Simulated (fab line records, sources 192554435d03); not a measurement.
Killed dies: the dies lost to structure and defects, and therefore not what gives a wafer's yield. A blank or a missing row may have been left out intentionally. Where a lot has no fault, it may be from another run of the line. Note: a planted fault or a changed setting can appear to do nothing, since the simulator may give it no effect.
Lot-split experiment :: flow n5Finfet :: route with 1938 steps; 7 lots, 21 wafers read

## THE SPLIT ITSELF
At N5_BEOL_M3_ETCH_70 (etches SOC in N2/H2, target depth 80 nm, overetch 16 nm, time 120 s), the setting sourceW was moved away from the recipe's 840 W on 4 of the 21 wafers read, by -13.7% to +8.0%. For the rest of the wafers, this setting stayed at what the recipe calls for.

The reading is taken at the split's own step.

## THE READING
rfVppV, in V, at N5_BEOL_M3_ETCH_70 (etches SOC in N2/H2, target depth 80 nm, overetch 16 nm, time 120 s). On this fab line, fault-free wafers typically give 524.0 V with a standard deviation of 2.3 V.

wafer: L078.1
tool, chamber at the split: rieDiel-03, 2
sourceW as run, W: 840
against the recipe: recipe
rfVppV, V: 526.4
against lot-mates on the recipe: -

wafer: L078.4
tool, chamber at the split: rieDiel-03, 0
sourceW as run, W: 725.2
against the recipe: -13.7%
rfVppV, V: 550.3
against lot-mates on the recipe: +24.9

wafer: L078.6
tool, chamber at the split: rieDiel-03, 0
sourceW as run, W: 840
against the recipe: recipe
rfVppV, V: 524.4
against lot-mates on the recipe: -

wafer: L079.2
tool, chamber at the split: rieDiel-04, 2
sourceW as run, W: 773.7
against the recipe: -7.9%
rfVppV, V: 537.0
against lot-mates on the recipe: +13.0

wafer: L079.3
tool, chamber at the split: rieDiel-04, 3
sourceW as run, W: 840
against the recipe: recipe
rfVppV, V: 524.2
against lot-mates on the recipe: -

wafer: L079.5
tool, chamber at the split: rieDiel-04, 3
sourceW as run, W: 840
against the recipe: recipe
rfVppV, V: 523.7
against lot-mates on the recipe: -

wafer: L082.4
tool, chamber at the split: rieDiel-01, 2
sourceW as run, W: 907.5
against the recipe: +8.0%
rfVppV, V: 513.8
against lot-mates on the recipe: -11.8

wafer: L082.5
tool, chamber at the split: rieDiel-01, 3
sourceW as run, W: 840
against the recipe: recipe
rfVppV, V: 525.6
against lot-mates on the recipe: -

wafer: L082.6
tool, chamber at the split: rieDiel-01, 2
sourceW as run, W: 907.5
against the recipe: +8.0%
rfVppV, V: 512.8
against lot-mates on the recipe: -12.8

wafer: L083.2
tool, chamber at the split: rieDiel-04, 1
sourceW as run, W: 840
against the recipe: recipe
rfVppV, V: 521.4
against lot-mates on the recipe: -

wafer: L083.4
tool, chamber at the split: rieDiel-04, 0
sourceW as run, W: 840
against the recipe: recipe
rfVppV, V: 527.0
against lot-mates on the recipe: -

wafer: L083.6
tool, chamber at the split: rieDiel-04, 3
sourceW as run, W: 840
against the recipe: recipe
rfVppV, V: 522.8
against lot-mates on the recipe: -

wafer: L086.3
tool, chamber at the split: rieDiel-04, 1
sourceW as run, W: 840
against the recipe: recipe
rfVppV, V: 520.5
against lot-mates on the recipe: -

wafer: L086.5
tool, chamber at the split: rieDiel-04, 1
sourceW as run, W: 840
against the recipe: recipe
rfVppV, V: 520.5
against lot-mates on the recipe: -

wafer: L086.6
tool, chamber at the split: rieDiel-04, 0
sourceW as run, W: 840
against the recipe: recipe
rfVppV, V: 525.2
against lot-mates on the recipe: -

wafer: L093.1
tool, chamber at the split: rieDiel-03, 1
sourceW as run, W: 840
against the recipe: recipe
rfVppV, V: 525.6
against lot-mates on the recipe: -

wafer: L093.5
tool, chamber at the split: rieDiel-03, 1
sourceW as run, W: 840
against the recipe: recipe
rfVppV, V: 526.6
against lot-mates on the recipe: -

wafer: L093.6
tool, chamber at the split: rieDiel-03, 2
sourceW as run, W: 840
against the recipe: recipe
rfVppV, V: 526.2
against lot-mates on the recipe: -

wafer: L097.1
tool, chamber at the split: rieDiel-01, 2
sourceW as run, W: 840
against the recipe: recipe
rfVppV, V: 527.3
against lot-mates on the recipe: -

wafer: L097.5
tool, chamber at the split: rieDiel-01, 3
sourceW as run, W: 840
against the recipe: recipe
rfVppV, V: 525.4
against lot-mates on the recipe: -

wafer: L097.6
tool, chamber at the split: rieDiel-01, 2
sourceW as run, W: 840
against the recipe: recipe
rfVppV, V: 526.1
against lot-mates on the recipe: -

FIT RESULTS
A straight line over all 21 wafers: rfVppV changes by -1.66 V for each +1% of sourceW; r = -0.96; the points scatter about the line by 2.2 V.
The same after taking each lot's own level away (the mean of its wafers on the recipe; 21 wafers): -1.69 V for each +1%; r = -0.98; scatter 1.5 V.
On that fit, the largest move of sourceW shifts the reading by 23 V.
The span of the lots' own levels, 522.07 to 526.27 V, comes to 1.8 times the standard deviation stated above.
The two slopes are in agreement: the lot-to-lot level therefore moves the slope only a little.
Check: for one of the wafers moved furthest among these (-13.7%), held out of the fit, the line's prediction against its lot-mates is +21.6 V. Against them it came out at +24.9 V.
Tool readings at the split's step, against how far the setting was moved: rfVppV r = -0.96.

## FURTHER SPLITS ON THESE WAFERS
Before the reading, these wafers also passed through other splits. Each is held against what the fit with the lots' levels taken away leaves over:
other split on the same wafers: N5_BEOL_M1_ETCH_70 timeS
wafers away from the commonest value: 7
r with rfVppV (lot level and that fit taken away): +0.07

other split on the same wafers: N5_BEOL_M1_TRENCH_ETCH_37 timeS
wafers away from the commonest value: 10
r with rfVppV (lot level and that fit taken away): +0.03

other split on the same wafers: N5_BEOL_M2_TRENCH_ETCH_37 sourceW
wafers away from the commonest value: 3
r with rfVppV (lot level and that fit taken away): +0.07

other split on the same wafers: N5_BEOL_M3_COAT_22 spinRpm
wafers away from the commonest value: 8
r with rfVppV (lot level and that fit taken away): -0.09

## FILE'S OWN FIT
rfVppV changes by -1.73 V for each +1% of sourceW, r = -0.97.
